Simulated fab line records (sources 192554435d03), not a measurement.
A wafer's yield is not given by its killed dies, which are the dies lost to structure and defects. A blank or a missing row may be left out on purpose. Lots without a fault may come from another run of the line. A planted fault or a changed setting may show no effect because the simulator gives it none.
Struck lot and sound lot, side by side	flow n5_finfet	18 out of 1938 route steps
Sound: these wafers, L310.1, L310.4, L310.5. Wafers struck: L320.2, L320.5, L320.6. The cause is given at the end.
Per side, at each step with rows, come the tool, then ch with its chambers, and then its first start. Under that, the readings that differ: sound wafers	struck wafers	difference of the means	sigmas: that difference in standard deviations of wafers without a fault.
alike: readings whose means differ by less than 2 such deviations, and words and numbers that are the same on both sides. not compared: withheld readings, readings that some wafer has no value for, bounds like >300 that may hide the same value, and numbers for which the record gives no deviation and whose values overlap.
The two part at a step that has a row with sigmas, a row that says differs or no value, or rows on one side only. Non-overlapping numbers with no deviation appear without sigmas and do not part them. Lack of a reading on every wafer of one side parts them only where that side has two or more wafers.

first, 7 steps without rows for these wafers: N5_HKMG_FIN_COAT_42 (time 60 s, resist thk 35 nm); N5_HKMG_FIN_COAT_43 (resist thk 90 nm); N5_HKMG_FIN_EBR_45; N5_HKMG_FIN_SOFTBAKE_44 (time 60 s); N5_HKMG_FIN_EXPOSE_46 (exposes mask NDIPOLE); N5_HKMG_FIN_PEB_47 (peb time 60 s); N5_HKMG_FIN_DEVELOP_48 (develop time 30 s).
N5_HKMG_FIN_CD_MEAS_49 targets a cd of 202 nm.
  sound on cd_sem-02 ch 0, day 5 07:22; struck on cd_sem-03 ch 0, day 7 20:33
  alike: cd_nm
N5_HKMG_FIN_OVL_MEAS_50:
  sound on overlay-02 ch 0, day 5 07:25; struck on overlay-02 ch 0, day 7 20:35
reading	sound	struck	difference	sigmas
NDIPOLE_OVL (nm)	-1.8 -0.7 -2.2	-0.3 0.3 -0.1	+1.5	+2
N5_HKMG_FIN_INSPECT_61: inspects for defects (macro).
  sound: defect_inspect-02 at day 5 07:26; struck: defect_inspect-02 at day 7 20:36
  alike: raw_defect_count
N5_HKMG_FIN_DESCUM_53: chemistry O2, time 7.9 s.
  sound on rie_diel-01 ch 0,1, day 5 07:37; struck on rie_diel-05 ch 0,1,3, day 7 20:42
  alike: drypump_motor_current_A, oes_product_au, rf_vpp_V, showerhead_plenum_p_Torr, throttle_valve_pct
  not compared: rf_hours_counter_h
N5_HKMG_FIN_ETCH_54: etches SiARC in CF4, target depth 45.5 nm, time 75.8 s.
  sound on rie_diel-01 ch 0,1, day 5 07:39; struck on rie_diel-05 ch 0,1,3, day 7 20:44
  alike: drypump_motor_current_A, etch_rf_on_time_s, oes_product_au, rf_vpp_V, showerhead_plenum_p_Torr, throttle_valve_pct
  not compared: rf_hours_counter_h
N5_HKMG_FIN_ETCH_55: etches SOC in N2/H2, target depth 240 nm, time 300 s.
  sound on rie_diel-01 ch 0,1, day 5 07:42; struck on rie_diel-05 ch 0,1,3, day 7 20:47
reading	sound	struck	difference	sigmas
oes_product_au (a.u.)	0.73 0.74 0.70	0.90 0.91 0.90	+0.18	+3
model.HKMG_FIN.feature_depth_nm (nm)	230.6 233 232.2	342.4 332 333.2	+103.9	
model.etch.depth_nm (nm)	230.5 232.9 232.3	342.3 332.1 333.2	+104.0	
model.SiARC_of_HKMG_FIN_COAT_42.thk_nm (nm)	22 21.8 21.8	15.6 16.2 16	-5.9	
  alike: drypump_motor_current_A, rf_vpp_V, showerhead_plenum_p_Torr, throttle_valve_pct
  not compared: rf_hours_counter_h
then, 1 step without rows for these wafers: N5_HKMG_FIN_STRIP_56 (strips in N2/H2).
N5_HKMG_FIN_STRIP_57: strips in CF4.
  sound on rie_diel-01 ch 0,1, day 5 07:53; struck on rie_diel-05 ch 0,1,3, day 7 20:59
  alike: drypump_motor_current_A, oes_product_au, rf_vpp_V, showerhead_plenum_p_Torr, throttle_valve_pct
  not compared: rf_hours_counter_h
N5_HKMG_FIN_ETCH_58: etches SOC in N2/H2, target depth 215.8 nm, time 741 s.
  sound on rie_diel-01 ch 0,1, day 5 07:55; struck on rie_diel-05 ch 0,1,3, day 7 21:00
reading	sound	struck	difference	sigmas
model.HKMG_FIN.cd_offset_nm (nm)	0 0.2 0.4	2.4 1.8 2.2	+1.9	
  alike: drypump_motor_current_A, oes_product_au, rf_vpp_V, showerhead_plenum_p_Torr, throttle_valve_pct
  not compared: rf_hours_counter_h
N5_HKMG_FIN_STRIP_93: strips SOC in N2/H2, time 20 s.
  sound on rie_diel-01 ch 0,1, day 5 08:20; struck on rie_diel-05 ch 0,1,3, day 7 21:25
  alike: drypump_motor_current_A, oes_product_au, rf_vpp_V, showerhead_plenum_p_Torr, throttle_valve_pct
  not compared: rf_hours_counter_h
-- here the record skips 4 days between the struck wafers' starts before and after, leaving off in module HKMG_FIN and picking up in module BEOL_M4 (first step shown: number 1111 of the route) --
N5_BEOL_M4_RC_MEAS_101:
  sound on prober-01 ch 0, day 9 00:01; struck on prober-02 ch 0, day 11 15:51
reading	sound	struck	difference	sigmas
SS_P (mV/dec)	72.4 73.1 73.4	74.7 74.5 73.4	+1.2	+2
  alike: DIBL_N, DIBL_P, IOFF_N, IOFF_P, ION_N, ION_P, SS_N, VT_N, VT_P

== WHERE THEY PART ==
Last at N5_BEOL_M4_RC_MEAS_101 as far as this record goes, first at N5_HKMG_FIN_OVL_MEAS_50.

WHY: whatever the simulator had introduced
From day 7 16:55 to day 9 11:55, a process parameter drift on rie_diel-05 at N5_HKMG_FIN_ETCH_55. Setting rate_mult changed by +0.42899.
